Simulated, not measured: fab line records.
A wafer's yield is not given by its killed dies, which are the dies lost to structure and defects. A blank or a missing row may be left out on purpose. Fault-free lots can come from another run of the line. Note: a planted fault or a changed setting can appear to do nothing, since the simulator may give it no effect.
Chamber matching :: flow n5Finfet :: rieDiel-03 running N5_PMOS_HMC_CHANNEL_EPI_DESCUM_14: 4 sister chambers
The step chemistry O2, time 7.9 s. 14 wafers are shown with their chamber, then 7 later ones without.

EACH WAFER AND ITS CHAMBER
wafer: L075.2
chamber: 0
showerheadPlenumPTorr (Torr): 1.97
drypumpMotorCurrentA (A): 5.0
throttleValvePct (%): 20.40

wafer: L075.5
chamber: 3
showerheadPlenumPTorr (Torr): 2.05
drypumpMotorCurrentA (A): 6.2
throttleValvePct (%): 20.37

wafer: L075.6
chamber: 2
showerheadPlenumPTorr (Torr): 2.11
drypumpMotorCurrentA (A): 5.1
throttleValvePct (%): 20.26

wafer: L082.2
chamber: 0
showerheadPlenumPTorr (Torr): 1.96
drypumpMotorCurrentA (A): 5.0
throttleValvePct (%): 20.42

wafer: L082.3
chamber: 3
showerheadPlenumPTorr (Torr): 2.05
drypumpMotorCurrentA (A): 6.2
throttleValvePct (%): 20.39

wafer: L082.6
chamber: 0
showerheadPlenumPTorr (Torr): 1.96
drypumpMotorCurrentA (A): 4.9
throttleValvePct (%): 20.41

wafer: L083.3
chamber: 2
showerheadPlenumPTorr (Torr): 2.11
drypumpMotorCurrentA (A): 5.1
throttleValvePct (%): 20.28

wafer: L083.4
chamber: 0
showerheadPlenumPTorr (Torr): 1.96
drypumpMotorCurrentA (A): 5.0
throttleValvePct (%): 20.42

wafer: L083.5
chamber: 0
showerheadPlenumPTorr (Torr): 1.96
drypumpMotorCurrentA (A): 5.0
throttleValvePct (%): 20.41

wafer: L084.1
chamber: 0
showerheadPlenumPTorr (Torr): 1.96
drypumpMotorCurrentA (A): 5.0
throttleValvePct (%): 20.43

wafer: L084.4
chamber: 3
showerheadPlenumPTorr (Torr): 2.05
drypumpMotorCurrentA (A): 6.2
throttleValvePct (%): 20.39

wafer: L084.6
chamber: 0
showerheadPlenumPTorr (Torr): 1.96
drypumpMotorCurrentA (A): 4.9
throttleValvePct (%): 20.43

wafer: L085.1
chamber: 2
showerheadPlenumPTorr (Torr): 2.11
drypumpMotorCurrentA (A): 5.1
throttleValvePct (%): 20.28

wafer: L085.4
chamber: 1
showerheadPlenumPTorr (Torr): 2.10
drypumpMotorCurrentA (A): 5.6
throttleValvePct (%): 20.71

SIGNATURES, as means of the wafers listed above
reading: showerheadPlenumPTorr
chamber 0: 1.9614
chamber 1: 2.1000
chamber 2: 2.1100
chamber 3: 2.0500
scatter within a chamber: 0.00293

reading: drypumpMotorCurrentA
chamber 0: 4.971
chamber 1: 5.600
chamber 2: 5.100
chamber 3: 6.200
scatter within a chamber: 0.0378

reading: throttleValvePct
chamber 0: 20.4171
chamber 1: 20.7100
chamber 2: 20.2733
chamber 3: 20.3833
scatter within a chamber: 0.0113
Rule: a wafer lies at a distance from a chamber equal to the root of the sum of squares, over the readings, of (its reading less the chamber's mean, divided by the reading's scatter). The wafer belongs to the nearest chamber; if the next one is less than 2 further off, it can't be placed. The scatter: take each reading less its chamber's mean, square it, sum over the shown wafers, divide by the number of wafers less the number of chambers, and take the root.

WAFERS WITH NO CHAMBER GIVEN
wafer: L085.6
showerheadPlenumPTorr (Torr): 2.10
drypumpMotorCurrentA (A): 5.6
throttleValvePct (%): 20.70

wafer: L087.1
showerheadPlenumPTorr (Torr): 2.11
drypumpMotorCurrentA (A): 5.1
throttleValvePct (%): 20.28

wafer: L087.2
showerheadPlenumPTorr (Torr): 2.10
drypumpMotorCurrentA (A): 5.6
throttleValvePct (%): 20.69

wafer: L087.4
showerheadPlenumPTorr (Torr): 2.05
drypumpMotorCurrentA (A): 6.2
throttleValvePct (%): 20.40

wafer: L096.1
showerheadPlenumPTorr (Torr): 2.10
drypumpMotorCurrentA (A): 5.0
throttleValvePct (%): 20.31

wafer: L096.3
showerheadPlenumPTorr (Torr): 2.22
drypumpMotorCurrentA (A): 5.0
throttleValvePct (%): 20.18

wafer: L096.5
showerheadPlenumPTorr (Torr): 2.04
drypumpMotorCurrentA (A): 6.2
throttleValvePct (%): 20.42

EACH ONE'S CHAMBER
wafer: L085.6
from the rows above: 1
in truth: 1

wafer: L087.1
from the rows above: 2
in truth: 2

wafer: L087.2
from the rows above: 1
in truth: 1

wafer: L087.4
from the rows above: 3
in truth: 3

wafer: L096.1
from the rows above: 2
in truth: 2

wafer: L096.3
from the rows above: 2
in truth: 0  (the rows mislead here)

wafer: L096.5
from the rows above: 3
in truth: 3
6 of 7 placed correctly. Can't be placed from these rows: 0. 1 placed wrongly.
